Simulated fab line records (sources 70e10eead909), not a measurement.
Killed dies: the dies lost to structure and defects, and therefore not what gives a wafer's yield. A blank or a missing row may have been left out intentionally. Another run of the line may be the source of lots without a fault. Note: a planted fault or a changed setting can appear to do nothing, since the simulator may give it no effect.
What tool caused it? -- flow nand_harc -- 11 lots with 33 wafers sampled at 6 steps, on a route of 1302 steps

== WHAT THE GAUGES READ, wafer by wafer ==
NHARC_A_CHANNEL_HOLE_D1_INSPECT_40. Usual: raw_defect_count at 69, with a standard deviation of 23.
lot,measured,on,raw_defect_count,flag
L606,day 9 00:41,defect_inspect-01,108 92 110,
L605,day 9 01:19,defect_inspect-01,54 25 37,
L607,day 9 11:55,defect_inspect-01,44 61 52,
L608,day 10 06:59,defect_inspect-01,39 52 38,
L611,day 11 14:11,defect_inspect-01,39 51 40,
L614,day 12 20:20,defect_inspect-02,73 65 38,
L619,day 14 11:22,defect_inspect-01,131 102 122,
L620,day 15 07:22,defect_inspect-02,57 50 66,
L621,day 15 18:16,defect_inspect-02,58 1385 53,OFF
L622,day 16 02:12,defect_inspect-02,90 80 77,
L623,day 16 02:46,defect_inspect-02,73 59 1400,OFF

NHARC_END_SORT_01. Usual: killed_at_array 57, standard deviation 20; killed_at_other 1.3, standard deviation 1.4; killed_at_periphery 3.4, standard deviation 2.4; killed_dies 61, standard deviation 19; killed_open 2.9, standard deviation 1.8; killed_short 2.5, standard deviation 1.6.
lot,measured,on,killed_at_array,killed_at_other,killed_at_periphery,killed_dies,killed_open,killed_short,flag
L621,day 31 15:16,prober-02,75 145 82,1 0 1,0 4 3,76 149 86,0 7 3,2 8 5,
L623,day 31 14:25,prober-01,46 41 104,1 0 1,11 3 5,58 44 110,4 2 6,2 3 2,

== WHAT TOOL EACH LOT RAN ON (gives the tool, then ch and the chambers of the sampled wafers, and finally the start) ==
lot,NHARC_A_CHANNEL_HOLE_D1_DESCUM_15,NHARC_A_CHANNEL_HOLE_D1_ETCH_16,NHARC_A_CHANNEL_HOLE_D1_ETCH_19,NHARC_A_CHANNEL_FILL_D1_ALD_16
L606,"rie_diel-08 ch 1,2, day 8 16:44","rie_diel-08 ch 0,3, day 8 18:56 or earlier","har_etch-02 ch 0,1, day 8 18:56","ald_hk-02 ch 0,1,3, day 9 18:53"
L605,"rie_diel-08 ch 0,1,3, day 8 17:15","rie_diel-08 ch 0,2,3, day 8 19:34 or earlier","har_etch-01 ch 0,1, day 8 19:34","ald_hk-03 ch 1,2, day 9 18:56"
L607,"rie_diel-09 ch 1,2,3, day 9 04:55","rie_diel-09 ch 0,2,3, day 9 06:12 or earlier","har_etch-01 ch 0,1, day 9 06:12","ald_hk-04 ch 1,2,3, day 10 09:28"
L608,"rie_diel-09 ch 0,1,2, day 9 21:20","rie_diel-09 ch 0,2,3, day 10 01:02 or earlier","har_etch-01 ch 0,1, day 10 01:02","ald_hk-03 ch 0,2,3, day 10 21:31"
L611,"rie_diel-03 ch 0,1,2, day 11 07:02","rie_diel-03 ch 0,2,3, day 11 08:29 or earlier","har_etch-01 ch 0,1, day 11 08:29","ald_hk-03 ch 0,1,3, day 12 04:25"
L614,"rie_diel-08 ch 0,1,3, day 12 09:31","rie_diel-08 ch 1,2,3, day 12 14:27 or earlier","har_etch-01 ch 0,1, day 12 14:27","ald_hk-02 ch 1,2,3, day 13 08:45"
L619,"rie_diel-08 ch 0,1,3, day 14 04:29","rie_diel-08 ch 2,3, day 14 05:41 or earlier","har_etch-02 ch 0,1, day 14 05:41","ald_hk-03 ch 1,2,3, day 15 00:18"
L620,"rie_diel-08 ch 1,3, day 15 00:29","rie_diel-08 ch 0,1,2, day 15 01:41 or earlier","har_etch-01 ch 0, day 15 01:41","ald_hk-04 ch 0,1,2, day 15 19:50"
L621,"rie_diel-08 ch 1,2,3, day 15 09:27","rie_diel-08 ch 0,1,3, day 15 12:33 or earlier","har_etch-01 ch 0,1, day 15 12:33","ald_hk-03 ch 0,1, day 16 08:31"
L622,"rie_diel-03 ch 0,1,3, day 15 09:39","rie_diel-03 ch 1,2,3, day 15 16:19 or earlier","har_etch-02 ch 1, day 15 16:19","ald_hk-02 ch 0,1,3, day 16 15:46"
L623,"rie_diel-08 ch 1,2,3, day 15 19:47","rie_diel-08 ch 0,3, day 15 20:59 or earlier","har_etch-01 ch 0,1, day 15 20:59","ald_hk-04 ch 1,3, day 16 15:47"
- NHARC_A_CHANNEL_HOLE_D1_DESCUM_15: chemistry O2, time 3 s.
- NHARC_A_CHANNEL_HOLE_D1_ETCH_16: etches the open film in O2/COS, target depth 3100 nm, time 806 s.
- NHARC_A_CHANNEL_HOLE_D1_ETCH_19: etches the open film in C4F8/O2/Ar, time 34.5 s.
- NHARC_A_CHANNEL_FILL_D1_ALD_16: deposits SiO2, target thk 1.5 nm, pulse time 10 s, ald cycles 15.

== WHAT THE TOOLS THEMSELVES READ (means of the sampled wafers that have a number; where no wafer has one, the mark that the record gives instead) ==
NHARC_A_CHANNEL_HOLE_D1_DESCUM_15. Usual: drypump_motor_current_A 5.7 A, standard deviation 0.45; mfc_ar_sccm 0.008 sccm, standard deviation 0.013; oes_product_au 1.003 a.u., standard deviation 0.0072; rf_vpp_V 57.8 V, standard deviation 0.79; showerhead_plenum_p_Torr 1.91 Torr, standard deviation 0.062; throttle_valve_pct 11.310 %, standard deviation 0.0082.
lot,tool,drypump_motor_current_A (A),mfc_ar_sccm (sccm),oes_product_au (a.u.),rf_vpp_V (V),showerhead_plenum_p_Torr (Torr),throttle_valve_pct (%),flag
L606,rie_diel-08,6.3,0.009,1.000,57.7,1.86,11.313,
L605,rie_diel-08,5.8,0.017,0.996,58.1,1.90,11.301,
L607,rie_diel-09,5.6,0.000,1.001,57.9,1.95,11.310,
L608,rie_diel-09,5.5,0.000,1.007,58.1,1.93,11.318,
L611,rie_diel-03,5.7,0.007,1.007,57.6,1.89,11.313,
L614,rie_diel-08,5.8,0.017,1.008,57.7,1.89,11.313,
L619,rie_diel-08,5.8,0.017,1.000,58.6,1.89,11.307,
L620,rie_diel-08,6.2,0.009,1.006,57.6,1.89,11.315,
L621,rie_diel-08,6.0,0.004,1.009,57.6,1.90,11.305,
L622,rie_diel-03,5.9,0.013,1.003,57.3,1.88,11.314,
L623,rie_diel-08,6.0,0.004,1.005,58.1,1.90,11.315,

NHARC_A_CHANNEL_HOLE_D1_ETCH_16. Usual: drypump_motor_current_A 5.7 A, standard deviation 0.47; mfc_ar_sccm 0.010 sccm, standard deviation 0.014; oes_product_au 1.000 a.u., standard deviation 0.0075; rf_vpp_V 314.0 V, standard deviation 1.6; showerhead_plenum_p_Torr 3.11 Torr, standard deviation 0.095; throttle_valve_pct 28.329 %, standard deviation 0.0084.
lot,tool,drypump_motor_current_A (A),mfc_ar_sccm (sccm),oes_product_au (a.u.),rf_vpp_V (V),showerhead_plenum_p_Torr (Torr),throttle_valve_pct (%),flag
L606,rie_diel-08,5.3,0.025,0.994,313.3,3.11,28.334,
L605,rie_diel-08,5.6,0.013,0.990,314.6,3.12,28.324,
L607,rie_diel-09,5.3,0.000,0.998,314.2,3.13,28.326,
L608,rie_diel-09,5.3,0.000,1.002,314.4,3.13,28.341,
L611,rie_diel-03,5.8,0.016,1.002,315.3,3.17,28.333,
L614,rie_diel-08,6.1,0.004,0.998,313.7,3.10,28.339,
L619,rie_diel-08,5.9,0.000,0.996,314.6,3.12,28.327,
L620,rie_diel-08,5.8,0.017,1.006,313.5,3.04,28.328,
L621,rie_diel-08,5.8,0.017,1.010,313.3,3.09,28.327,
L622,rie_diel-03,5.7,0.018,0.996,314.9,3.17,28.333,
L623,rie_diel-08,5.5,0.013,1.007,314.8,3.16,28.327,

NHARC_A_CHANNEL_HOLE_D1_ETCH_19. Usual: drypump_motor_current_A 5.9 A, standard deviation 0.31; mfc_ar_sccm 374.7 sccm, standard deviation 1.1; showerhead_plenum_p_Torr 3.61 Torr, standard deviation 0.14; throttle_valve_pct 37.039 %, standard deviation 0.0092.
lot,tool,drypump_motor_current_A (A),mfc_ar_sccm (sccm),showerhead_plenum_p_Torr (Torr),throttle_valve_pct (%),flag
L606,har_etch-02,5.8,374.6,3.49,37.038,
L605,har_etch-01,5.9,376.4,3.72,37.043,
L607,har_etch-01,5.9,374.8,3.71,37.035,
L608,har_etch-01,5.8,373.8,3.71,37.042,
L611,har_etch-01,6.0,374.8,3.65,37.046,
L614,har_etch-01,6.0,374.2,3.64,37.043,
L619,har_etch-02,5.8,375.1,3.45,37.039,
L620,har_etch-01,5.7,375.4,3.73,37.052,
L621,har_etch-01,5.9,375.0,3.67,37.040,
L622,har_etch-02,6.3,375.4,3.45,37.048,
L623,har_etch-01,5.8,374.5,3.66,37.033,

NHARC_A_CHANNEL_FILL_D1_ALD_16. Usual: heater_power_w 451 W, standard deviation 32; precursor_pulse_height_rel 1.002, standard deviation 0.02.
lot,tool,heater_power_w (W),precursor_pulse_height_rel,flag
L606,ald_hk-02,437,0.994,
L605,ald_hk-03,454,1.001,
L607,ald_hk-04,469,0.992,
L608,ald_hk-03,418,1.002,
L611,ald_hk-03,445,0.998,
L614,ald_hk-02,454,0.993,
L619,ald_hk-03,450,0.990,
L620,ald_hk-04,473,0.984,
L621,ald_hk-03,447,0.995,
L622,ald_hk-02,441,1.001,
L623,ald_hk-04,487,1.007,

== THE ANSWER, worked out from the rows above alone ==
Rule: a lot is off if the mean of its wafers that have a number lies more than 3 standard deviations from the usual mean. A lot without any number at a reading at which 4 lots or more have one is off too. The other lots that the step has rows for count as sound. The gauges are gone through in route order, then the tools' own readings, and for those a lot's mean is taken as printed above. At the first step where some lot is off, the reading lying furthest off is the one used; lots without a number count as furthest.
Off, at NHARC_A_CHANNEL_HOLE_D1_INSPECT_40 on raw_defect_count: L621, L623.
A tool fits if, at a process step before that reading, it ran every lot that is off, and no sound lot after the first of them. Gauges at NHARC_A_CHANNEL_HOLE_D1_INSPECT_40: tried the same way as those tools. NHARC_A_CHANNEL_HOLE_D1_ETCH_16 gives no start for some lots, so the hours and the order of its lots are those of NHARC_A_CHANNEL_HOLE_D1_ETCH_19. 2 tools fit, rie_diel-08 at NHARC_A_CHANNEL_HOLE_D1_DESCUM_15 and NHARC_A_CHANNEL_HOLE_D1_ETCH_16 and har_etch-01 at NHARC_A_CHANNEL_HOLE_D1_ETCH_19, so this cannot tell which one it is.

== WHAT THE SIMULATOR PUT IN ==
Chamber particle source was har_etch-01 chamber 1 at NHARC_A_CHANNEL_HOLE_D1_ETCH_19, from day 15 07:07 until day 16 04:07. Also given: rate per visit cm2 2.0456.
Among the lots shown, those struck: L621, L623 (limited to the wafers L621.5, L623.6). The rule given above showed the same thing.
